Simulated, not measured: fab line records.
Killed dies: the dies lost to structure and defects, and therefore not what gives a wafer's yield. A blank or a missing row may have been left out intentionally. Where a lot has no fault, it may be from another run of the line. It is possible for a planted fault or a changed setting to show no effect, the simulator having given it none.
fab line records | flow n5-finfet
record: lots: 7 wafers: 21 last-day: 18
route steps=1938 shown BEOL_M10@1529 BEOL_M11@1536 PASSIVATION@1936
lots that met no fault: taken from a fault-free run of the same line
start-h: hours from the record's first day to the start of the lot's first wafer shown | wait-h: how many hours have passed since the lot's step before this one | " the same as in the row above | L1.1+2: several wafers, shown together as one row | - no value, or no start given | * or withheld: withheld | < > ~ a bound
route shown NAME@n: NAME is a module with steps in the file, n the number in the route of the first one | usual: the fault-free wafers' mean and standard deviation | same: alike in all rows | chamber/n: place in a boat | sites: readings site by site | _std_site: the standard deviation of these | _edge_site: the outer-site mean with the inner-site mean subtracted | radius-mm: for every site, how far away it sits from the centre of the wafer | mask NAME#n: copy n | behind: the tool/chamber that last shaped the wafer | hold: why the lot went on hold/how many hours it stayed there/how the hold came to an end | device: the transistor (n, p or np) that didn't switch | end of line: tests run on the same wafers once the route is complete | a step without rows: its recipe alone | killed: count of dies lost to structure and defects at first sort (not the wafer's yield) | map: a wafer's dies, x killed, . not, _ none there
set.NAME: the run value of the setting; set.NAME@STEP: its run value at that earlier step | model.NAME: the simulator's own value behind a step, which no gauge read
lots seen at some steps along the route; tables by step, rows by wafer
services: from which hour (start-h, from the record's first day; less than 0 if before it) a tool's chamber was out of use, for how many hours, and why
== steps ==
step: N5_BEOL_M10_ANNEAL_51
recipe: temp-c: 225 time-s: 90 ambient: N2
step: N5_BEOL_M10_CMP_52
recipe: stop-on: SiCOH_lowk t-overpolish-s: 7 down-force-psi: 1 platen-rpm: 50 clearing-platen-down-force-psi: 1.5 clearing-platen-rpm: 50 post-cmp-clean: cu-alkaline target-thk-nm: 140 clearing-platen-pad-velocity-m-s: 0.99484 pad-velocity-m-s: 0.99484
usual: barrier-field-endpoint-s: 28.5/0.87 motor-current-A: 6.0/0.59 overpolish-run-s: 7.000/0.0092 time-to-endpoint-s: 66/3.8
columns lot.wafer tool chamber start-h wait-h barrier-field-endpoint-s motor-current-A overpolish-run-s time-to-endpoint-s
L467.3 cmp-03 0 230.06 0.2 29.5 5.6 7.011 72
L467.2 " 1 " " 28.8 5.8 7.006 63
L467.1 " 2 " " 28.7 5.1 6.999 67
L470.2 cmp-02 0 241.90 0.2 27.6 7.9 6.990 57
L470.1 " 2 " " 28.3 5.1 7.010 67
L470.6 " 1 " " 27.0 6.2 6.999 61
L481.3 cmp-01 1 339.14 0.2 27.4 6.7 7.001 62
L481.4 " 2 " " 28.0 5.6 6.993 66
L481.6 " 2 " " 28.5 5.8 7.011 66
L483.2 cmp-03 2 346.93 0.3 28.3 5.6 7.002 69
L483.3 " 3 " " 28.3 6.0 6.993 65
L483.6 " 0 " " 30.0 5.6 7.009 70
L487.2 cmp-03 2 357.88 0.2 27.8 5.8 7.013 69
L487.1 " 0 " " 29.5 5.6 7.002 69
L487.5 " 1 " " 28.0 6.4 7.008 65
L488.3 cmp-01 3 358.42 0.2 27.9 6.3 7.009 64
L488.4 " 0 " " 27.2 5.7 6.996 59
L488.2 " 1 " " 28.2 6.5 7.009 64
L490.1 cmp-03 3 375.61 0.4 27.8 6.1 7.009 62
L490.2 " 1 " " 27.3 6.2 7.005 61
L490.5 " 2 " " 27.8 5.5 7.001 63
step: N5_BEOL_M10_THK_MEAS_53
recipe: thk-meas-gauge: xrf reads: Cu_of_BEOL_M10_ECD_50
usual: M10_THK: 139/3.9
columns lot.wafer tool chamber start-h wait-h M10_THK[nm]
L467.1 film-metro-02 - 230.35 - 140
L467.2 " - " " 133
L467.3 " - " " 141
L470.1 film-metro-02 - 242.19 - 138
L470.2 " - " " 136
L470.6 " - " " 137
L481.3 film-metro-01 - 339.43 - 135
L481.4 " - " " 142
L481.6 " - " " 142
L483.2 film-metro-01 - 347.15 - 144
L483.3 " - " " 140
L483.6 " - " " 142
L487.1 film-metro-01 - 358.13 - 140
L487.2 " - " " 144
L487.5 " - " " 136
L488.2 film-metro-01 - 358.67 - 143
L488.3 " - " " 139
L488.4 " - " " 135
L490.1 film-metro-01 - 375.87 - 142
L490.2 " - " " 135
L490.5 " - " " 136
step: N5_BEOL_M10_PRE_CLEAN_55
recipe: gas: NH3 time-s: 15 temp-c: withheld rf-power-w: 300
step: N5_BEOL_M10_DEP_56
recipe: material: SiCN target-thk-a: 150 temp-c: withheld precursor: 3MS/NH3 pressure-torr: 3 rf-w: 202 time-s: 26.5
usual: showerhead-plenum-p-Torr: 3.664/0.012 throttle-valve-pct: 9.1/0.39
columns lot.wafer tool chamber start-h wait-h showerhead-plenum-p-Torr throttle-valve-pct
L467.1 pecvd-03 0 230.43 0.0 3.661 9.0
L467.2 " 1 " " 3.665 9.4
L467.3 " 0 " " 3.666 9.0
L470.1 pecvd-03 0 242.26 0.0 3.668 9.1
L470.2 " 1 " " 3.681 8.9
L470.6 " 1 " " 3.658 9.1
L481.3 pecvd-01 1 339.49 0.0 3.663 9.7
L481.4 " 2 " " 3.673 9.3
L481.6 " 1 " " 3.659 9.8
L483.2 pecvd-01 1 347.21 0.0 3.666 9.8
L483.3 " 0 " " 3.642 9.7
L483.6 " 0 " " 3.645 9.6
L487.1 pecvd-02 0 358.19 0.0 3.690 8.5
L487.2 " 1 " " 3.660 9.4
L487.5 " 1 " " 3.654 9.5
L488.2 pecvd-03 2 358.73 0.0 3.649 8.4
L488.3 " 1 " " 3.666 9.4
L488.4 " 1 " " 3.672 9.1
L490.1 pecvd-03 2 375.93 0.0 3.653 8.3
L490.2 " 0 " " 3.662 9.1
L490.5 " 1 " " 3.676 9.3
step: N5_BEOL_M10_RS_MEAS_57
recipe: thk-meas-gauge: four-point-probe reads: Cu_of_BEOL_M10_ECD_50+Co_of_BEOL_M10_CVD_75+TaN_of_BEOL_M10_ALD_74
usual: M10_RS: 0.153/0.0048
columns lot.wafer tool chamber start-h wait-h M10_RS[ohm/sq]
L467.1 film-metro-02 - 230.52 0.1 0.151
L467.2 " - " " 0.160
L467.3 " - " " 0.149
L470.1 film-metro-01 - 242.33 0.1 0.155
L470.2 " - " " 0.158
L470.6 " - " " 0.157
L481.3 film-metro-02 - 339.57 0.1 0.158
L481.4 " - " " 0.149
L481.6 " - " " 0.150
L483.2 film-metro-01 - 347.28 0.1 0.147
L483.3 " - " " 0.152
L483.6 " - " " 0.149
L487.1 film-metro-02 - 358.27 0.1 0.153
L487.2 " - " " 0.148
L487.5 " - " " 0.156
L488.2 film-metro-02 - 358.81 0.1 0.148
L488.3 " - " " 0.152
L488.4 " - " " 0.158
L490.1 film-metro-01 - 376.00 0.1 0.149
L490.2 " - " " 0.157
L490.5 " - " " 0.155
step: N5_BEOL_M10_INSPECT_58
recipe: inspect-instrument: darkfield mode: post-dep
usual: raw-defect-count: 66/23
columns lot.wafer tool chamber start-h wait-h raw-defect-count
L467.1 defect-inspect-02 - 230.55 0.0 90
L467.2 " - " " 90
L467.3 " - " " 101
L470.1 defect-inspect-02 - 242.35 0.0 85
L470.2 " - " " 36
L470.6 " - " " 44
L481.3 defect-inspect-01 - 339.59 0.0 69
L481.4 " - " " 68
L481.6 " - " " 38
L483.2 defect-inspect-01 - 347.31 0.0 62
L483.3 " - " " 59
L483.6 " - " " 72
L487.1 defect-inspect-02 - 358.29 0.0 78
L487.2 " - " " 81
L487.5 " - " " 79
L488.2 defect-inspect-01 - 358.83 0.0 52
L488.3 " - " " 33
L488.4 " - " " 70
L490.1 defect-inspect-01 - 376.03 0.0 48
L490.2 " - " " 129
L490.5 " - " " 70
step: N5_BEOL_M11_ILD_DEP_00
recipe: material: SiCOH_lowk target-thk-a: 3085.1 temp-c: 300 precursor: DEMS/porogen pressure-torr: 5 rf-w: 500 time-s: 58
usual: heater-power-w: 322/46 showerhead-plenum-p-Torr: 5.730/0.015 throttle-valve-pct: 13.8/0.83
columns lot.wafer tool chamber start-h wait-h heater-power-w showerhead-plenum-p-Torr throttle-valve-pct
L467.1 pecvd-02 0 230.58 0.0 341 5.770 13.7
L467.2 " 2 " " 380 5.732 13.7
L467.3 " 1 " " 368 5.737 14.5
L470.1 pecvd-01 1 242.39 0.0 271 5.742 14.8
L470.2 " 2 " " 300 5.755 14.3
L470.6 " 0 " " 264 5.721 14.7
L481.3 pecvd-01 0 339.63 0.0 299 5.718 14.8
L481.4 " 1 " " 293 5.730 14.7
L481.6 " 0 " " 307 5.711 14.5
L483.2 pecvd-04 2 347.34 0.0 272 5.732 12.6
L483.3 " 0 " " 403 5.739 13.2
L483.6 " 2 " " 291 5.714 12.8
L487.1 pecvd-01 0 358.33 0.0 340 5.714 14.9
L487.2 " 1 " " 258 5.734 15.0
L487.5 " 1 " " 278 5.737 15.1
L488.2 pecvd-04 1 358.87 0.0 329 5.729 13.2
L488.3 " 0 " " 425 5.745 13.1
L488.4 " 1 " " 344 5.710 13.4
L490.1 pecvd-01 0 376.06 0.0 347 5.720 14.8
L490.2 " 1 " " 247 5.741 14.8
L490.5 " 1 " " 261 5.711 15.0
step: N5_BEOL_M11_CURE_71
recipe: temp-c: 385 time-s: 240 ambient: He/Ar material: SiCOH_lowk
step: N5_BEOL_M11_THK_MEAS_01
recipe: reads: SiCOH_lowk_of_BEOL_M11_ILD_DEP_00
usual: M11_ILD_THK: 268/3.9
columns lot.wafer tool chamber start-h wait-h M11_ILD_THK[nm]
L467.1 film-metro-02 - 231.17 0.4 268
L467.2 " - " " 272
L467.3 " - " " 271
L470.1 film-metro-02 - 243.47 0.8 265
L470.2 " - " " 272
L470.6 " - " " 271
L481.3 film-metro-02 - 340.22 0.3 265
L481.4 " - " " 267
L481.6 " - " " 270
L483.2 film-metro-02 - 347.94 0.4 267
L483.3 " - " " 264
L483.6 " - " " 270
L487.1 film-metro-01 - 358.95 0.4 263
L487.2 " - " " 257
L487.5 " - " " 264
L488.2 film-metro-01 - 359.46 0.4 263
L488.3 " - " " 262
L488.4 " - " " 271
L490.1 film-metro-02 - 376.65 0.4 264
L490.2 " - " " 260
L490.5 " - " " 263
step: N5_BEOL_M11_PECVD_70
recipe: material: SiO2 target-thk-a: 200 temp-c: 400 precursor: TEOS/O2 pressure-torr: 5.5 rf-w: 450 teos-flow-sccm: 53.8 gas: O2 flow-sccm: 3000 time-s: 22.7
usual: heater-power-w: 757/87 showerhead-plenum-p-Torr: 8.75/0.06 throttle-valve-pct: 22.2/1.2
columns lot.wafer tool chamber start-h wait-h heater-power-w showerhead-plenum-p-Torr throttle-valve-pct
L467.1 pecvd-02 1 231.21 0.0 845 8.77 23.3
L467.2 " 2 " " 880 8.74 21.8
L467.3 " 0 " " 723 8.92 22.4
L470.1 pecvd-04 0 243.50 0.0 902 8.81 21.1
L470.2 " 1 " " 650 8.71 21.7
L470.6 " 2 " " 744 8.68 20.3
L481.3 pecvd-04 1 340.26 0.0 657 8.72 21.6
L481.4 " 2 " " 734 8.69 20.8
L481.6 " 1 " " 654 8.72 21.5
L483.2 pecvd-04 1 347.97 0.0 631 8.73 21.7
L483.3 " 0 " " 797 8.80 21.5
L483.6 " 1 " " 619 8.72 21.6
L487.1 pecvd-01 1 358.99 0.0 722 8.75 24.0
L487.2 " 0 " " 734 8.69 23.6
L487.5 " 1 " " 729 8.75 23.9
L488.2 pecvd-01 0 359.50 0.0 651 8.67 23.7
L488.3 " 0 " " 625 8.72 23.7
L488.4 " 1 " " 687 8.74 24.2
L490.1 pecvd-04 1 376.69 0.0 727 8.70 21.7
L490.2 " 2 " " 740 8.70 20.7
L490.5 " 1 " " 735 8.72 21.4
step: N5_BEOL_M11_HM_DEP_02
recipe: material: TiN target-thk-a: 200 temp-c: 25 chamber-pressure-pa: 0.49996
usual: throttle-valve-pct: 30.0/0.81
columns lot.wafer tool chamber start-h wait-h throttle-valve-pct
L467.1 pvd-sputter-01 - 231.91 0.7 30.8
L467.2 " - " " 28.7
L467.3 " - " " 28.4
L470.1 pvd-sputter-01 - 243.90 0.4 28.9
L470.2 " - " " 30.8
L470.6 " - " " 28.8
L481.3 pvd-sputter-02 - 341.02 0.7 29.8
L481.4 " - " " 29.9
L481.6 " - " " 29.7
L483.2 pvd-sputter-03 - 348.80 0.8 29.2
L483.3 " - " " 31.7
L483.6 " - " " 29.2
L487.1 pvd-sputter-02 - 359.85 0.8 30.1
L487.2 " - " " 29.8
L487.5 " - " " 29.8
L488.2 pvd-sputter-02 - 362.31 2.8 29.7
L488.3 " - " " 29.8
L488.4 " - " " 30.1
L490.1 pvd-sputter-02 - 379.29 2.6 29.9
L490.2 " - " " 30.0
L490.5 " - " " 29.6
step: N5_BEOL_M11_COAT_59
recipe: resist: SOC temp-c: 250 time-s: 60 spin-rpm: 1500 resist-thk-nm: 100
usual: heater-power-total-W: 500.6/1.8 plate-temp-C: 250.00/0.18
columns lot.wafer tool chamber start-h wait-h heater-power-total-W plate-temp-C
L467.1 litho-track-03 0 232.04 0.1 498.0 249.87
L467.2 " 0 " " 499.6 249.63
L467.3 " 0 " " 497.6 249.86
L470.1 litho-track-04 0 244.03 0.1 500.3 250.17
L470.2 " 0 " " 499.6 250.08
L470.6 " 0 " " 502.5 250.06
L481.3 litho-track-05 0 341.15 0.1 500.9 249.70
L481.4 " 0 " " 501.4 249.96
L481.6 " 0 " " 499.6 249.93
L483.2 litho-track-03 0 348.92 0.1 489.4 245.22
L483.3 " 0 " " 487.4 245.25
L483.6 " 0 " " 488.8 245.29
L487.1 litho-track-03 0 359.98 0.1 485.8 245.19
L487.2 " 0 " " 487.6 244.96
L487.5 " 0 " " 489.8 245.23
L488.2 litho-track-03 0 362.44 0.1 490.0 245.04
L488.3 " 0 " " 490.4 245.13
L488.4 " 0 " " 488.0 245.02
L490.1 litho-track-04 0 379.42 0.1 499.2 250.04
L490.2 " 0 " " 497.5 249.76
L490.5 " 0 " " 499.9 250.06
step: N5_BEOL_M11_COAT_60
recipe: resist: SiARC temp-c: 220 time-s: 60 spin-rpm: 1500 resist-thk-nm: 30
step: N5_PASSIVATION_PROBE_49
usual: defect-limited-yield: 91.5/1.3 killed_at_M0_to_M3: 36/10 killed_at_M4_up: 13/4.7 killed-at-contacts: 13/6.7 killed-at-front-end: 37/9.7 killed-at-other: 2.6/2.3 killed-dies: 101/15 killed-open: 67/12 killed-short: 32/6.7 sort_bin_5_function: 5.0/0.89 sort_bin_6_memory: 3.2/0.63 sort-n-pass: 1079/16 sort-yield-pct: 91.4/1.4
same: gross-dies: 1180 killed-at-back-side: 0 sort_bin_4_leakage[%]: 0 sort_bin_8_speed[%]: 0
columns lot.wafer tool chamber start-h wait-h defect-limited-yield[%] killed_at_M0_to_M3 killed_at_M4_up killed-at-contacts killed-at-front-end killed-at-other killed-dies killed-open killed-short sort_bin_5_function[%] sort_bin_6_memory[%] sort-n-pass sort-yield-pct[%]
L467.1 prober-02 - 285.63 0.1 89.2 37 17 20 53 0 127 86 39 6.4 4.1 1053 89.2
L467.2 prober-02 - 285.68 0.1 91.5 29 11 6 52 2 100 58 38 5.6 2.6 1080 91.5
L467.3 prober-02 - 285.73 0.2 89.9 47 11 12 48 1 119 77 35 5.3 4.1 1061 89.9
L488.2 prober-02 - 415.86 0.1 92.5 26 10 9 40 3 88 54 29 4.7 2.5 1092 92.5
L488.3 prober-02 - 415.91 0.1 90.2 29 9 25 50 3 116 63 43 4.9 3.8 1064 90.2
L488.4 prober-02 - 415.96 0.2 89.1 34 21 20 52 2 129 88 39 6.4 4.2 1051 89.1
killed by level:class
L467.1 STI_FIN_REVEAL:geometric-particle:open=17 MOL_CONTACT_COAG:geometric-particle:open=17 BEOL_M1:geometric-particle:open=11 FIN_SAQP:geometric-particle:short=10 BEOL_M2:geometric-particle:open=9 BEOL_M0_SAQP:geometric-particle:short=7 BEOL_M0_SAQP:geometric-particle:open=6 STI_FIN_REVEAL:geometric-particle:short=5
L467.2 FIN_SAQP:geometric-particle:short=19 BEOL_M1:geometric-particle:open=10 FIN_SAQP:geometric-particle:open=8 MOL_CONTACT_COAG:geometric-particle:open=5 BEOL_M4:geometric-particle:open=5 STI_FIN_REVEAL:geometric-particle:open=4 GATE_CUT:geometric-particle:open=4 BEOL_M0_SAQP:geometric-particle:open=4
L467.3 BEOL_M1:geometric-particle:open=13 BEOL_M3:geometric-particle:open=11 MOL_CONTACT_COAG:geometric-particle:open=10 FIN_SAQP:geometric-particle:open=7 STI_FIN_REVEAL:geometric-particle:open=7 BEOL_M2:geometric-particle:open=6 FIN_SAQP:geometric-particle:short=5 SPACER0:geometric-particle:short=5
L488.2 FIN_SAQP:geometric-particle:open=8 MOL_CONTACT_COAG:geometric-particle:open=7 BEOL_M1:geometric-particle:open=6 STI_FIN_REVEAL:geometric-particle:open=5 GATE_CUT:geometric-particle:short=5 FIN_SAQP:geometric-particle:short=4 BEOL_M3:geometric-particle:open=4 BEOL_M4:geometric-particle:open=4
L488.3 MOL_CONTACT_COAG:geometric-particle:open=20 STI_FIN_REVEAL:geometric-particle:open=12 HKMG_FIN:area-etch=9 BEOL_M2:geometric-particle:open=8 FIN_SAQP:geometric-particle:short=6 BEOL_M1:geometric-particle:short=6 GATE_CUT:geometric-particle:short=5 MOL_CONTACT_COAG:geometric-particle:short=5
L488.4 STI_FIN_REVEAL:geometric-particle:open=20 MOL_CONTACT_COAG:geometric-particle:open=15 FIN_SAQP:geometric-particle:short=11 BEOL_M2:geometric-particle:open=8 FIN_SAQP:geometric-particle:open=5 MOL_CONTACT_COAG:geometric-particle:short=5 BEOL_M0_SAQP:geometric-particle:short=5 BEOL_M1:geometric-particle:open=5
== services ==
columns tool chamber start-h hours kind
pecvd-04 - 207.59 1.6 repair
cmp-02 - 215.11 6.7 pm
pvd-sputter-01 - 234.69 2.1 repair
pecvd-03 1 235.50 1.9 repair
cmp-03 - 238.69 5.3 pm
pvd-sputter-01 - 256.70 7.0 repair
cmp-02 - 262.33 4.6 repair
cmp-02 - 271.08 0.4 repair
cmp-02 - 275.17 2.2 repair
pecvd-04 1 279.78 5.5 scheduled-down
cmp-01 - 283.18 4.0 pm
cmp-01 - 294.16 1.1 repair
pecvd-04 0 294.62 3.5 repair
cmp-02 - 304.35 20.2 pm
pecvd-01 1 304.55 2.1 scheduled-down
pecvd-01 0 313.97 2.1 scheduled-down
cmp-01 - 314.03 2.3 repair
cmp-02 - 325.99 4.7 repair
cmp-01 - 327.65 1.2 repair
cmp-02 - 338.15 4.1 pm
pvd-sputter-01 - 340.25 1.8 repair
pecvd-01 2 349.37 16.5 scheduled-down
pecvd-01 - 349.86 2.9 repair
cmp-03 - 365.87 4.6 pm
== key ==
first-sign: step: N5_BEOL_M11_COAT_59 reading: plate-temp-C direction: down sigmas: 28 usual: * struck: *
effect: step: N5_BEOL_M11_COAT_59 reading: heater-power-total-W direction: down sigmas: 6.9 usual: * struck: *
met-at N5_BEOL_M11_COAT_59
struck-wafers L483.2,L483.3,L483.6,L487.1,L487.2,L487.5,L488.2,L488.3,L488.4
onset-between 232.04 348.92
fault: kind: process-parameter-drift tool: litho-track-03 chamber: - onset-h: 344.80 steps: N5_BEOL_M11_COAT_59 channel: temp-c offset: * shape: step end-h: 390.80 acts-in: * stated: *
